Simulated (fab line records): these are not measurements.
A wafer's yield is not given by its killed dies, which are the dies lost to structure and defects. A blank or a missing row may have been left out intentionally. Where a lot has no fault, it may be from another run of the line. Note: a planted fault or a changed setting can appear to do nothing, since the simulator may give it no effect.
A lot that was struck, set against a sound lot -- flow n5_finfet -- 16 steps out of a route of 1938
Sound: wafers L673.2, L673.3, L673.6. Struck: wafer L669.4; the same lot's L669.5 was not struck, so it is left out; see the end for the cause.
Order at every step that has rows: each side's tool, ch and its chambers, its first start. Under that, the readings that differ: sound wafers -- struck wafers -- difference of the means -- sigmas: that difference in standard deviations of wafers without a fault.
alike: a reading whose means differ by less than 2 such deviations, as well as words and numbers matching on both sides. not compared: withheld readings; readings where some wafer has no value; bounds like >300 that might hide an equal value; numbers whose values overlap and for which the record gives no deviation.
A row with sigmas, a row that says differs or no value, or rows on one side alone: a step with any of these is where the two part. Numbers that don't overlap but have no deviation are shown without sigmas and don't part them. A reading that every wafer of one side lacks parts them only if that side has two wafers or more.

N5_HKMG_FIN_INSPECT_61: inspects for defects (macro).
  sound: defect_inspect-02 at day 8 16:18; struck: defect_inspect-02 at day 7 15:55
  alike: raw_defect_count
then, 4 steps without rows for these wafers: N5_HKMG_FIN_DESCUM_53 (chemistry O2, time 7.9 s); N5_HKMG_FIN_ETCH_54 (etches SiARC in CF4, target depth 45.5 nm, time 75.8 s); N5_HKMG_FIN_ETCH_55 (etches SOC in N2/H2, target depth 240 nm, time 300 s); N5_HKMG_FIN_STRIP_56 (strips in N2/H2).
N5_HKMG_FIN_STRIP_57: strips in CF4.
  sound on rie_diel-04 ch 1,2,3, day 8 16:37; struck on rie_diel-04 ch 2, day 7 16:14
  alike: drypump_motor_current_A, oes_product_au, rf_vpp_V, showerhead_plenum_p_Torr, throttle_valve_pct
  not compared: rf_hours_counter_h
N5_HKMG_FIN_ETCH_58: etches SOC in N2/H2, target depth 215.8 nm, time 741 s.
  sound on rie_diel-04 ch 1,2,3, day 8 16:38; struck on rie_diel-04 ch 2, day 7 16:28
  alike: drypump_motor_current_A, oes_product_au, rf_vpp_V, showerhead_plenum_p_Torr, throttle_valve_pct
  not compared: rf_hours_counter_h
N5_HKMG_FIN_STRIP_93: strips SOC in N2/H2, time 20 s.
  sound on rie_diel-04 ch 1,2,3, day 8 17:04; struck on rie_diel-04 ch 2, day 7 16:43
  alike: drypump_motor_current_A, oes_product_au, rf_vpp_V, showerhead_plenum_p_Torr, temp_c, throttle_valve_pct
  not compared: rf_hours_counter_h
then, 1 step without rows for these wafers: N5_HKMG_FIN_WET_ETCH_76 (etches Al2O3 in dNH4OH, stops on La2O3, target depth 2.25 nm, rinse time 30 s).
N5_HKMG_FIN_STRIP_60: strips in N2/H2, time 360 s.
  sound on plasma_asher-02 ch 0,1, day 8 17:13; struck on plasma_asher-02 ch 0, day 7 16:57
  alike: drypump_motor_current_A, heater_power_w, temp_c
  not compared: rf_hours_counter_h
then, 2 steps without rows for these wafers: N5_HKMG_FIN_WET_ETCH_77 (etches La2O3 in dHCl, stops on HfO2, target depth 2 nm); N5_HKMG_FIN_WET_ETCH_78 (etches Al2O3 in dNH4OH, stops on La2O3, target depth 4.5 nm, rinse time 30 s).
N5_HKMG_FIN_ALD_79: deposits TiN, target thk 1.5 nm, pulse time 1 s, purge time 3 s.
  sound on ald_metal-03 ch 1,3, day 8 17:42; struck on ald_metal-04 ch 3, day 7 17:20
reading,sound,struck,difference,sigmas
ald_cycles,68 68 68,64,-4,
heater_power_w (W),658 920 671,1058,+308,+3
  alike: precursor_pulse_height_rel
N5_HKMG_FIN_CVD_62: deposits a-Si from Si2H6, target thk 3 nm, time 20.8 s.
  sound on thermal_cvd_si-01 ch 1,2, day 8 18:04; struck on thermal_cvd_si-01 ch 0, day 7 17:45
reading,sound,struck,difference,sigmas
heater_power_w (W),1277 1304 1239,1674,+401,+2
-- here the record skips 4 days between the struck wafers' starts before and after, leaving off in module HKMG_FIN and picking up in module BEOL_M4 (first step shown: number 1111 of the route) --
N5_BEOL_M4_RC_MEAS_101:
  sound on prober-02 ch 0, day 12 17:16; struck on prober-02 ch 0, day 11 23:50
reading,sound,struck,difference,sigmas
IOFF_P (nA/um),0.168 0.194 0.150,0.221,+0.050,+2
ION_N (uA/um),669 660 644,681,+23,+3
ION_P (uA/um),453 451 440,473,+25,+4
VT_N (mV),254.0 250.3 256.4,247.4,-6.2,-3
VT_P (mV),-258.1 -253.6 -258.1,-247.4,+9.2,+3
  alike: DIBL_N, DIBL_P, IOFF_N, SS_N, SS_P
after that, 1 step had no rows for these wafers: N5_PASSIVATION_PROBE_49.

== WHERE THEY PART ==
At N5_HKMG_FIN_ALD_79 first; at N5_BEOL_M4_RC_MEAS_101 last (within this record only).

WHY: whatever the simulator had introduced
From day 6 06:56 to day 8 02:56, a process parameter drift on ald_metal-04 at N5_HKMG_FIN_ALD_79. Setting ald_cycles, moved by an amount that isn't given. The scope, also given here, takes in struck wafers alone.
